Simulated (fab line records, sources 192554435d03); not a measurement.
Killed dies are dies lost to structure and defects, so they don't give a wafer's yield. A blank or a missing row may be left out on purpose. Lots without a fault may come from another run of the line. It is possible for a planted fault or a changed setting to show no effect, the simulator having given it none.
Which of the tools did it? -- flow n5Finfet -- 11 lots, 33 wafers sampled, at 5 steps of a route of 1938

== WHAT THE GAUGES SHOWED, per wafer ==
Not one reading of a measure or inspect step in the record can be checked against a usual standard deviation.

== TOOL THAT RAN EACH LOT (tool first, then ch and the chambers of the sampled wafers, then the start) ==
lot,N5_BEOL_M6_ETCH_66,N5_BEOL_M6_DEGAS_44,N5_BEOL_M6_SURFACE_TREAT_79,N5_BEOL_M6_CVD_78,N5_PASSIVATION_PROBE_49
L766,"rieDiel-05 ch 0,1, day 9 22:15","pvdSputter-03, day 9 23:59","pvdSputter-03, day 10 00:27","cvdCo-01 ch 0,2, day 10 00:42",-
L767,"rieDiel-03 ch 2,3, day 10 02:07","pvdSputter-02, day 10 03:04","pvdSputter-01, day 10 04:44","cvdCo-02 ch 0,1,2, day 10 04:50",-
L768,"rieDiel-03 ch 0,1, day 11 00:34","pvdSputter-01, day 11 01:53","pvdSputter-01, day 11 02:30","cvdCo-01 ch 0,1,2, day 11 02:34",-
L771,"rieDiel-02 ch 0,1,3, day 11 04:57","pvdSputter-02, day 11 06:05","pvdSputter-02, day 11 08:34","cvdCo-02 ch 0,1, day 11 08:38","prober-02, day 15 02:11"
L781,"rieDiel-05 ch 1,2,3, day 13 13:10","pvdSputter-01, day 13 14:14","pvdSputter-03, day 13 14:40","cvdCo-01 ch 0,1,2, day 13 14:44","prober-02, day 17 08:28"
L783,"rieDiel-03 ch 0,1,2, day 14 06:30","pvdSputter-01, day 14 07:55","pvdSputter-01, day 14 08:19","cvdCo-01 ch 0,1, day 14 08:27","prober-01, day 18 09:25"
L784,"rieDiel-03 ch 0,3, day 14 11:07","pvdSputter-01, day 14 12:17","pvdSputter-01, day 14 12:45","cvdCo-02 ch 0,1,2, day 14 13:02",-
L785,"rieDiel-02 ch 0,2,3, day 14 15:51","pvdSputter-02, day 14 16:52","pvdSputter-02, day 14 17:20","cvdCo-01 ch 0,1, day 14 17:28",-
L787,"rieDiel-03 ch 0,1,2, day 14 23:49","pvdSputter-02, day 15 01:51","pvdSputter-02, day 15 02:28","cvdCo-02 ch 0,2, day 15 02:32",-
L788,"rieDiel-03 ch 0,1,2, day 15 09:46","pvdSputter-02, day 15 11:07","pvdSputter-01, day 15 11:31","cvdCo-01 ch 1,2, day 15 11:35",-
L789,"rieDiel-03 ch 0,1,3, day 16 02:15","pvdSputter-03, day 16 03:34","pvdSputter-01, day 16 04:00","cvdCo-01 ch 0,1,2, day 16 04:14",-
- N5_BEOL_M6_ETCH_66: etches SOC in N2/H2, target depth 80 nm, overetch 16 nm, time 120 s.
- N5_BEOL_M6_DEGAS_44: time 60 s.
- N5_BEOL_M6_SURFACE_TREAT_79
- N5_BEOL_M6_CVD_78: deposits Co from CCTBA/H2, target thk 2 nm, time 142.3 s.
- N5_PASSIVATION_PROBE_49

== WHAT THE TOOLS THEMSELVES READ (means of the sampled wafers that have a number; where no wafer has one, the mark that the record gives instead) ==
N5_BEOL_M6_ETCH_66. Usual: drypumpMotorCurrentA 6.0 A, standard deviation 0.52; oesProductAu 0.60 a.u., standard deviation 0.051; rfFwdPowerW 834.4 W, standard deviation 2.6; rfVppV 525.5 V, standard deviation 2.1; showerheadPlenumPTorr 2.60 Torr, standard deviation 0.075; throttleValvePct 17.82 %, standard deviation 0.23.
lot,tool,drypumpMotorCurrentA (A),oesProductAu (a.u.),rfFwdPowerW (W),rfVppV (V),showerheadPlenumPTorr (Torr),throttleValvePct (%),flag
L766,rieDiel-05,5.4,0.60,832.4,525.9,2.60,17.88,
L767,rieDiel-03,6.1,0.60,835.1,525.6,2.59,17.93,
L768,rieDiel-03,6.6,0.60,834.5,525.7,2.62,17.53,
L771,rieDiel-02,5.7,0.60,835.3,525.3,2.59,17.89,
L781,rieDiel-05,5.7,0.62,835.6,524.2,2.55,17.60,
L783,rieDiel-03,6.3,0.61,835.7,526.8,2.63,17.75,
L784,rieDiel-03,6.3,0.61,835.4,524.3,2.56,17.70,
L785,rieDiel-02,6.0,0.59,833.9,527.2,2.65,17.92,
L787,rieDiel-03,6.3,0.60,834.3,526.2,2.63,17.78,
L788,rieDiel-03,6.3,0.59,834.9,526.3,2.62,17.78,
L789,rieDiel-03,6.4,0.57,835.8,523.8,2.56,17.73,

N5_BEOL_M6_DEGAS_44. Usual: heaterPowerW 325 W, standard deviation 18; susceptorTempC 250.02 C, standard deviation 0.17.
lot,tool,heaterPowerW (W),susceptorTempC (C),flag
L766,pvdSputter-03,328,250.08,
L767,pvdSputter-02,327,249.98,
L768,pvdSputter-01,292,250.19,
L771,pvdSputter-02,325,249.85,
L781,pvdSputter-01,321,249.96,
L783,pvdSputter-01,321,250.03,
L784,pvdSputter-01,318,250.11,
L785,pvdSputter-02,331,250.22,
L787,pvdSputter-02,327,249.93,
L788,pvdSputter-02,327,250.02,
L789,pvdSputter-03,331,250.06,

N5_BEOL_M6_CVD_78. Usual: 165.6 s for runLengthS, sd 0.61.
lot,tool,runLengthS (s),flag
L766,cvdCo-01,165.0,
L767,cvdCo-02,165.9,
L768,cvdCo-01,165.6,
L771,cvdCo-02,194.8,OFF
L781,cvdCo-01,165.2,
L783,cvdCo-01,166.0,
L784,cvdCo-02,166.0,
L785,cvdCo-01,166.0,
L787,cvdCo-02,165.6,
L788,cvdCo-01,165.7,
L789,cvdCo-01,165.4,

N5_PASSIVATION_PROBE_49. Usual: defectLimitedYield 91.5 %, standard deviation 1.3; killed_at_M0_to_M3 33, standard deviation 10; killed_at_M4_up 13, standard deviation 4; killedAtContacts 12, standard deviation 6.3; killedAtFrontEnd 39, standard deviation 11; killedAtOther 3.4, standard deviation 2.6; killedDies 100, standard deviation 15; killedOpen 65, standard deviation 11; killedShort 34, standard deviation 7.8; sort_bin_5_function 5.0 %, standard deviation 0.89; sort_bin_6_memory 3.2 %, standard deviation 0.58; sortNPass 1080, standard deviation 15; sortYieldPct 91.5 %, standard deviation 1.3.
lot,tool,defectLimitedYield (%),killed_at_M0_to_M3,killed_at_M4_up,killedAtContacts,killedAtFrontEnd,killedAtOther,killedDies,killedOpen,killedShort,sort_bin_5_function (%),sort_bin_6_memory (%),sortNPass,sortYieldPct (%),flag
L771,prober-02,90.2,27,13,17,55,3.7,115,77,37,5.3,4.1,1065,90.2,
L781,prober-02,92.3,33,9,14,32,2.3,91,56,34,4.3,2.9,1089,92.3,
L783,prober-01,92.0,24,15,6,44,3.7,94,62,32,5.0,2.7,1086,92.0,

== THE ANSWER, worked out from the rows above alone ==
Rule: take the mean of a lot's wafers that have a number; if it is more than 3 standard deviations from the usual mean, the lot is off. A lot without any number at a reading at which 4 lots or more have one is off too. The other lots that the step has rows for count as sound. Order of review: gauges by route order, followed by the tools' own readings, for which a lot's mean as printed above is used. The first step at which some lot is off is used, and at that step the reading that is off furthest; a lot without a number counts as furthest.
Off, at N5_BEOL_M6_CVD_78 on runLengthS: L771.
If a tool, at that step or one of the process steps before it, ran each lot that is off and ran no sound lot following the first of them, it fits. Of those tried, none fits.

== WHAT THE SIMULATOR PUT IN ==
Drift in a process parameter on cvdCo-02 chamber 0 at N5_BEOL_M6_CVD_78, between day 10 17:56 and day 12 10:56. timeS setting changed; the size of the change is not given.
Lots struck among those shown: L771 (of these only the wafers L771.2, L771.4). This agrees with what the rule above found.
